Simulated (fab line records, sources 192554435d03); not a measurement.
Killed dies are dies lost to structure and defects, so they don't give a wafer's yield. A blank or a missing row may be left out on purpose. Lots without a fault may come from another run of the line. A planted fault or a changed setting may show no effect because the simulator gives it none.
fab line records | flow n5_finfet
record lots=10 wafers=29 last_day=18
route steps=1938 shown BEOL_M3@1007 BEOL_M4@1024 PASSIVATION@1936
lots that met no fault: from a run of the same line without faults
start_h: hours from the record's first day to the start of the lot's first wafer shown | wait_h: hours since the lot's step before | " the same as in the row above | L1.1+2: a row that stands for several wafers | - no value, or no start given | * or withheld: withheld | < > ~ a bound
route shown NAME@n: a module of which the file shows steps, and the number in the route of the first | usual: mean/standard deviation of fault-free wafers | same: alike in all rows | chamber/n: place in a boat | sites: the reading at each site | _std_site: their standard deviation | _edge_site: outer sites' mean less inner sites' | radius_mm: how far each site lies from the wafer's centre | mask NAME#n: copy n | behind: the tool/chamber that last shaped the wafer | hold: why the lot was held/for how many hours/how that ended | device: the transistor (n, p or np) that didn't switch | end of line: the same wafers' tests at the end of the route | a step without rows: its recipe alone | killed: dies lost to structure and defects at the first sort, not the wafer's yield | map: a wafer's dies, x killed, . not, _ none there
set.NAME: the setting as run; set.NAME@STEP: as run at that earlier step | model.NAME: the simulator's own value behind a step, which no gauge read
steps of the route over a sample of lots; a table a step, a row a wafer
services: from which hour (start_h, from the record's first day; less than 0 if before it) a tool's chamber was out of use, for how many hours, and why
## steps
# step N5_BEOL_M3_ANNEAL_93
# recipe temp_c=400 time_s=240 ambient=vacuum
# usual heater_power_w=833/100
# columns lot.wafer tool chamber start_h wait_h heater_power_w
L633.3 pvd_sputter-02 - 158.30 0.0 724
L633.5 " - " " 786
L635.1 pvd_sputter-03 - 170.46 0.0 674
L635.2 " - " " 938
L635.3 " - " " 965
L637.1 pvd_sputter-02 - 190.82 0.1 802
L637.4 " - " " 784
L637.6 " - " " 824
L638.2 pvd_sputter-03 - 191.14 0.0 941
L638.4 " - " " 981
L638.5 " - " " 803
L641.2 pvd_sputter-01 - 205.77 0.0 994
L641.5 " - " " 984
L641.6 " - " " 801
L643.1 pvd_sputter-01 - 223.40 0.0 803
L643.2 " - " " 804
L643.5 " - " " 797
L651.1 pvd_sputter-01 - 286.73 0.0 785
L651.3 " - " " 730
L651.5 " - " " 799
L652.1 pvd_sputter-03 - 287.66 0.0 682
L652.2 " - " " 921
L652.5 " - " " 925
L655.2 pvd_sputter-01 - 289.71 0.0 723
L655.3 " - " " 1002
L655.6 " - " " 971
L654.2 pvd_sputter-03 - 289.86 0.0 801
L654.4 " - " " 993
L654.6 " - " " 984
# step N5_BEOL_M3_PRE_CLEAN_60
# recipe gas=NH3/H2 time_s=15 temp_c=* rf_power_w=300
# usual heater_power_w=79/18
# columns lot.wafer tool chamber start_h wait_h heater_power_w
L633.3 cvd_co-01 0 159.52 0.1 53
L633.5 " 2 " " 83
L635.1 cvd_co-02 0 172.19 0.2 94
L635.2 " 1 " " 60
L635.3 " 2 " " 102
L638.2 cvd_co-02 1 192.37 0.0 58
L638.4 " 1 " " 58
L638.5 " 0 " " 93
L637.1 cvd_co-02 0 192.71 0.3 95
L637.4 " 1 " " 60
L637.6 " 0 " " 93
L641.2 cvd_co-01 2 206.97 0.0 83
L641.5 " 0 " " 55
L641.6 " 2 " " 84
L643.1 cvd_co-02 0 224.58 0.0 94
L643.2 " 1 " " 60
L643.5 " 0 " " 92
L651.1 cvd_co-01 2 288.14 0.0 84
L651.3 " 0 " " 56
L651.5 " 2 " " 86
L652.1 cvd_co-01 2 288.84 0.0 84
L652.2 " 0 " " 55
L652.5 " 1 " " 76
L655.2 cvd_co-02 2 290.90 0.0 105
L655.3 " 1 " " 58
L655.6 " 1 " " 59
L654.2 cvd_co-01 1 291.12 0.0 74
L654.4 " 1 " " 73
L654.6 " 2 " " 85
# step N5_BEOL_M4_HM_DEP_02
# recipe material=TiN target_thk_a=200 temp_c=25 chamber_pressure_pa=0.49996
# usual chamber_pressure_pa=0.5001/0.0009 substrate_temp_c=25.00/0.1 throttle_valve_pct=30.1/0.57
# columns lot.wafer tool chamber start_h wait_h chamber_pressure_pa substrate_temp_c throttle_valve_pct
L633.3 pvd_sputter-02 - 160.00 0.0 0.5014 25.02 30.4
L633.5 " - " " 0.4994 25.05 30.0
L635.1 pvd_sputter-01 - 174.85 2.3 0.4993 24.96 29.5
L635.2 " - " " 0.5004 24.87 30.5
L635.3 " - " " 0.5004 24.99 29.7
L638.2 pvd_sputter-01 - 193.90 1.1 0.5010 25.12 29.3
L638.4 " - " " 0.4985 24.99 30.5
L638.5 " - " " 0.5004 25.01 29.9
L637.1 pvd_sputter-01 - 194.00 0.9 0.5004 25.02 30.0
L637.4 " - " " 0.4973 25.02 30.2
L637.6 " - " " 0.4993 25.17 29.8
L641.2 pvd_sputter-03 - 207.79 0.4 0.5004 25.01 29.5
L641.5 " - " " 0.5012 25.03 31.5
L641.6 " - " " 0.4993 25.04 29.7
L643.1 pvd_sputter-01 - 225.08 0.1 0.5008 25.05 29.7
L643.2 " - " " 0.4993 25.12 30.1
L643.5 " - " " 0.5003 24.91 29.5
L651.1 pvd_sputter-01 - 290.31 1.7 0.4993 24.93 29.9
L651.3 " - " " 0.4992 24.88 29.9
L651.5 " - " " 0.4998 24.84 29.4
L652.1 pvd_sputter-01 - 290.41 1.2 0.4998 25.17 30.4
L652.2 " - " " 0.4999 25.03 30.2
L652.5 " - " " 0.5008 25.10 30.3
L655.2 pvd_sputter-02 - 291.34 0.0 0.5001 24.81 30.4
L655.3 " - " " 0.4989 25.00 29.8
L655.6 " - " " 0.4989 24.98 31.5
L654.2 pvd_sputter-03 - 292.74 1.2 0.5008 25.14 29.7
L654.4 " - " " 0.5006 25.15 31.7
L654.6 " - " " 0.4999 25.12 29.6
# step N5_BEOL_M4_ETCH_74
# recipe chemistry=N2/H2 target=underlayer target_depth_a=65 mask_material=CAR-EUV time_s=5.2 ion_energy_ev=200 pressure_mtorr=30 source_w=840 bias_w=150 n2_flow_sccm=200 h2_flow_sccm=200 ends=cleared
# usual bias_w=150.0/0.54 chamber_pressure_mTorr=30.00/0.043 drypump_motor_current_A=5.6/0.68 etch_rf_on_time_s=5.21/0.12 h2_flow_sccm=200.0/0.59 oes_product_au=0.70/0.065 rf_vpp_V=522.4/2.7 showerhead_plenum_p_Torr=2.50/0.076 throttle_valve_pct=17.90/0.21
# columns lot.wafer tool chamber start_h wait_h bias_w chamber_pressure_mTorr drypump_motor_current_A etch_rf_on_time_s h2_flow_sccm oes_product_au rf_hours_counter_h rf_vpp_V showerhead_plenum_p_Torr throttle_valve_pct
L633.3 rie_diel-04 2 160.83 0.0 150.2 30.04 5.9 5.13 200.5 0.60 220 523.3 2.52 18.13
L633.5 " 3 " " 151.0 29.92 5.7 5.07 200.4 0.73 - 523.9 2.46 17.94
L635.1 rie_diel-04 3 175.40 0.0 150.2 30.01 5.6 5.06 200.2 0.74 64 521.9 2.46 17.94
L635.2 " 0 " " 150.0 30.02 5.5 5.26 199.9 0.64 139 520.5 2.44 17.87
L635.3 " 2 " " 150.1 30.00 5.8 5.20 199.7 0.59 227 523.6 2.51 18.14
L638.2 rie_diel-06 0 194.45 0.0 150.2 29.96 5.2 5.38 200.1 0.70 67 520.8 2.48 17.93
L638.4 " 1 " " 150.7 29.94 4.9 5.23 199.3 0.68 99 521.5 2.47 17.91
L638.5 " 2 " " 150.0 29.97 5.4 5.44 199.7 0.59 - 518.0 2.42 18.21
L637.1 rie_diel-06 2 194.74 0.0 149.7 29.94 5.4 5.35 199.8 0.60 229 519.5 2.42 18.25
L637.4 " 0 " " 149.7 29.88 5.2 5.31 199.2 0.71 68 523.0 2.48 17.93
L637.6 " 2 " " 150.6 29.98 5.4 5.43 200.0 0.59 - 519.9 2.42 18.23
L641.2 rie_diel-06 1 208.49 0.0 150.1 30.04 4.9 5.15 199.3 0.69 104 521.5 2.47 17.92
L641.5 " 0 " " 150.2 29.99 5.2 5.21 199.7 0.71 - 523.2 2.47 17.91
L641.6 " 3 " " 149.4 30.09 6.7 5.32 198.9 0.78 - 522.5 2.48 17.77
L643.1 rie_diel-03 0 225.63 0.0 149.8 30.03 5.0 5.26 200.1 0.72 55 524.6 2.58 17.95
L643.2 " 1 " " 150.9 29.99 6.6 5.16 199.4 0.58 245 518.1 2.41 18.32
L643.5 " 2 " " 150.7 30.05 4.8 5.16 200.0 0.75 - 525.5 2.50 17.64
L651.1 rie_diel-06 3 291.19 0.0 149.8 29.97 6.7 6.26 200.2 0.68 51 522.0 2.47 17.81
L651.3 " 1 " " 151.1 30.06 4.8 6.10 200.0 0.62 132 522.5 2.46 17.96
L651.5 " 3 " " 150.4 29.96 6.7 6.29 199.8 0.68 - 521.0 2.47 17.80
L652.1 rie_diel-06 1 291.43 0.0 149.9 30.04 4.9 6.15 199.4 0.61 132 522.1 2.45 17.93
L652.2 " 3 " " 150.3 30.03 6.7 6.33 199.6 0.67 51 520.8 2.47 17.81
L652.5 " 1 " " 150.8 29.93 4.8 6.18 198.7 0.61 - 522.3 2.45 17.95
L655.2 rie_diel-04 0 292.02 0.0 150.9 30.02 5.5 5.36 200.3 0.61 178 520.9 2.43 17.96
L655.3 " 2 " " 150.3 30.01 5.9 4.94 199.9 0.81 9 521.2 2.50 17.71
L655.6 " 2 " " 150.3 29.96 5.8 4.96 200.0 0.81 - 523.4 2.50 17.73
L654.2 rie_diel-03 2 293.42 0.0 150.0 30.02 4.8 5.13 201.0 0.72 74 523.2 2.49 17.66
L654.4 " 0 " " 149.2 29.93 5.0 5.27 199.8 0.71 82 526.6 2.57 17.97
L654.6 " 3 " " 149.7 29.98 6.5 5.06 199.8 0.72 - 529.3 2.67 17.55
# step N5_BEOL_M4_RC_MEAS_101
# usual DIBL_N=36.0/1.6 DIBL_P=36.1/2 IOFF_N=0.160/0.029 IOFF_P=0.21/0.039 ION_N=675/13 ION_P=464/8.8 SS_N=71.5/0.58 SS_P=73.3/0.65 VT_N=250/3.3 VT_P=-249/3.6
# columns lot.wafer tool chamber start_h wait_h DIBL_N[mV/V] DIBL_P[mV/V] IOFF_N[nA/um] IOFF_P[nA/um] ION_N[uA/um] ION_P[uA/um] SS_N[mV/dec] SS_P[mV/dec] VT_N[mV] VT_P[mV]
L633.3 prober-01 0 169.61 0.3 37.5 36.4 0.174 0.24 666 460 71.8 74.0 251 -248
L633.5 " 0 " " 36.0 34.5 0.149 0.21 667 460 71.1 72.7 251 -250
L635.1 prober-02 0 186.81 0.0 34.2 34.1 0.121 0.15 653 451 71.7 72.7 254 -259
L635.2 " 0 " " 36.3 36.7 0.150 0.18 673 456 72.6 74.0 252 -255
L635.3 " 0 " " 33.9 33.6 0.110 0.14 649 448 71.4 72.3 255 -259
L638.2 prober-01 0 204.50 0.2 36.7 38.2 0.177 0.22 677 454 70.9 74.5 250 -250
L638.4 " 0 " " 35.7 37.7 0.172 0.22 671 461 71.7 73.8 249 -252
L638.5 " 0 " " 34.9 35.4 0.150 0.18 657 447 71.5 73.5 252 -254
L637.1 prober-02 0 204.65 0.0 38.0 36.8 0.166 0.23 681 471 71.6 73.6 250 -248
L637.4 " 0 " " 36.7 35.3 0.154 0.22 677 465 70.8 73.0 250 -249
L637.6 " 0 " " 37.5 37.1 0.152 0.23 670 465 72.2 73.3 252 -247
L641.2 prober-02 0 220.17 0.2 35.8 35.5 0.150 0.20 677 467 71.9 73.4 249 -253
L641.5 " 0 " " 37.9 37.8 0.186 0.24 688 472 72.2 73.6 245 -248
L641.6 " 0 " " 38.2 37.7 0.192 0.24 688 466 71.8 73.8 245 -248
L643.1 prober-01 0 236.24 0.0 38.9 40.7 0.232 0.32 697 482 72.8 74.6 244 -243
L643.2 " 0 " " 38.3 39.9 0.210 0.31 696 487 71.8 74.6 245 -243
L643.5 " 0 " " 37.0 38.5 0.171 0.26 671 474 72.0 73.7 252 -245
L651.1 prober-01 0 297.94 0.0 34.8 34.0 0.146 0.17 687 463 70.9 72.3 247 -252
L651.3 " 0 " " 36.2 35.5 0.154 0.20 681 469 71.5 73.7 248 -250
L651.5 " 0 " " 36.8 35.9 0.174 0.21 699 468 71.2 73.0 247 -250
L652.1 prober-02 0 301.11 0.0 35.4 35.1 0.146 0.20 695 478 71.2 72.2 249 -251
L652.2 " 0 " " 36.8 36.5 0.159 0.22 675 466 71.7 73.2 251 -248
L652.5 " 0 " " 38.6 39.2 0.210 0.27 706 479 72.0 74.0 247 -247
L655.2 prober-01 0 302.01 0.2 37.1 39.3 0.192 0.30 682 472 70.9 74.7 245 -242
L655.3 " 0 " " 37.2 38.6 0.181 0.27 677 469 72.6 73.8 247 -246
L655.6 " 0 " " 38.8 40.2 0.234 0.31 687 468 72.1 74.1 244 -242
L654.2 prober-02 0 303.43 0.2 34.6 33.6 0.128 0.19 664 462 70.7 72.0 253 -247
L654.4 " 0 " " 35.0 35.3 0.139 0.21 657 458 71.5 72.9 253 -251
L654.6 " 0 " " 37.1 37.7 0.180 0.25 682 465 71.9 74.1 247 -247
# step N5_PASSIVATION_PROBE_49
# usual defect_limited_yield=91.0/1.3 killed_at_M0_to_M3=36/9.5 killed_at_M4_up=14/5.6 killed_at_contacts=12/6.4 killed_at_front_end=40/10 killed_at_other=3.2/3 killed_dies=107/15 killed_open=69/12 killed_short=35/7.7 sort_bin_5_function=5.3/0.91 sort_bin_6_memory=3.3/0.65 sort_n_pass=1073/15 sort_yield_pct=91.0/1.3
# same gross_dies=1180 killed_at_back_side=0 sort_bin_4_leakage[%]=0 sort_bin_8_speed[%]=0
# columns lot.wafer tool chamber start_h wait_h defect_limited_yield[%] killed_at_M0_to_M3 killed_at_M4_up killed_at_contacts killed_at_front_end killed_at_other killed_dies killed_open killed_short sort_bin_5_function[%] sort_bin_6_memory[%] sort_n_pass sort_yield_pct[%]
L651.1 prober-02 - 404.61 0.0 90.4 38 13 6 53 3 113 63 49 5.3 3.6 1067 90.4
# killed by level:class
L651.1 FIN_SAQP:geometric_particle:short=26 FIN_SAQP:geometric_particle:open=17 BEOL_M0_SAQP:geometric_particle:open=14 BEOL_M0_SAQP:geometric_particle:short=10 MOL_CONTACT_COAG:geometric_particle:open=5 BEOL_M1:geometric_particle:open=5 BEOL_M2:geometric_particle:open=5 BEOL_M4:geometric_particle:open=5
## services
# columns tool chamber start_h hours kind
rie_diel-06 3 135.20 - clean
rie_diel-06 3 135.20 - consumable_replace:focus_ring
rie_diel-06 3 135.20 16.4 scheduled_down
rie_diel-06 3 135.20 16.4 vent_cycle
rie_diel-04 0 148.13 8.1 repair
pvd_sputter-03 - 149.66 0.9 repair
cvd_co-01 1 151.35 13.2 repair
cvd_co-02 1 181.35 6.2 repair
cvd_co-02 - 186.63 0.6 repair
cvd_co-01 1 207.09 17.2 repair
rie_diel-04 2 239.29 - clean
rie_diel-04 2 239.29 - consumable_replace:focus_ring
rie_diel-04 2 239.29 25.0 scheduled_down
rie_diel-04 2 239.29 25.0 vent_cycle
rie_diel-03 1 241.09 - clean
rie_diel-03 1 241.09 - consumable_replace:focus_ring
rie_diel-03 1 241.09 - consumable_replace:showerhead
rie_diel-03 1 241.09 30.5 scheduled_down
rie_diel-06 2 243.08 8.3 repair
pvd_sputter-01 - 265.37 5.6 repair
rie_diel-06 2 268.31 - clean
rie_diel-06 2 268.31 - consumable_replace:focus_ring
rie_diel-06 2 268.31 - consumable_replace:showerhead
rie_diel-04 3 281.53 2.6 repair
## key
first_sign step=N5_BEOL_M4_ETCH_74 reading=etch_rf_on_time_s direction=up sigmas=8.5 usual=* struck=*
effect none on later readings
met_at N5_BEOL_M4_ETCH_74
struck_lots L651,L652
not_acting_at N5_BEOL_M3_ANNEAL_93,N5_BEOL_M3_PRE_CLEAN_60,N5_BEOL_M4_HM_DEP_02
onset_between 208.49 291.19
earlier_fault kind=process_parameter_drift tool=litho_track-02 chamber=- onset_h=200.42 steps=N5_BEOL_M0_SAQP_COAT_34 channel=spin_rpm offset=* shape=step acts_in=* stated=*
fault kind=process_parameter_drift tool=rie_diel-06 chamber=- onset_h=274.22 steps=N5_BEOL_M4_ETCH_74 channel=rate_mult offset=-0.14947 shape=step
